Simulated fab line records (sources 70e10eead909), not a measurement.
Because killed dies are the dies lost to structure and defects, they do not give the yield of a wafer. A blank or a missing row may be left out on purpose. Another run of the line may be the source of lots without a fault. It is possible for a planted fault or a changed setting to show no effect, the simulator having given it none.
Chamber matching + flow nand-harc + 4 sister chambers for NHARC_A_CHANNEL_FILL_D1_ALD_25 on ald-hk-04
The step deposits SiOx, target thk 60 nm, pulse time 10 s, ald cycles 600. 4 wafers are shown with their chamber, then 7 later ones without.

WAFERS WITH THEIR CHAMBER
| wafer  | chamber | heater-power-outer-w (W) |
|--------|---------|--------------------------|
| L085.2 | 1       | 293                      |
| L085.4 | 0       | 250                      |
| L087.3 | 3       | 252                      |
| L087.5 | 2       | 314                      |

WAFERS WITH NO CHAMBER GIVEN
| wafer  | heater-power-outer-w (W) |
|--------|--------------------------|
| L087.6 | 251                      |
| L092.4 | 248                      |
| L092.5 | 310                      |
| L092.6 | 296                      |
| L095.2 | 320                      |
| L095.4 | 253                      |
| L095.6 | 292                      |

CHAMBER TAKEN BY EACH
| wafer  | from the rows above     | in truth |
|--------|-------------------------|----------|
| L087.6 | can't be placed: 0 or 3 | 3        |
| L092.4 | can't be placed: 0 or 3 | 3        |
| L092.5 | 2                       | 2        |
| L092.6 | 1                       | 1        |
| L095.2 | 2                       | 2        |
| L095.4 | can't be placed: 3 or 0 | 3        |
| L095.6 | 1                       | 1        |
4 of 7 placed correctly. Can't be placed from these rows: 3 (the true chamber is among the candidates in 3). Number placed wrongly: 0.
How it was worked out, from the rows above alone: a wafer's distance from a chamber is the root of the sum, over the readings, of the square of ((its reading less the chamber's mean) divided by the reading's scatter). If the next closest chamber is less than 2 further off than the closest, the wafer can't be placed; otherwise it belongs to the closest. A chamber's mean is the mean of its shown wafers. The scatter (one wafer shown for each chamber): square how far every hidden wafer sits from the nearest shown wafer, average those squares and take the square root.
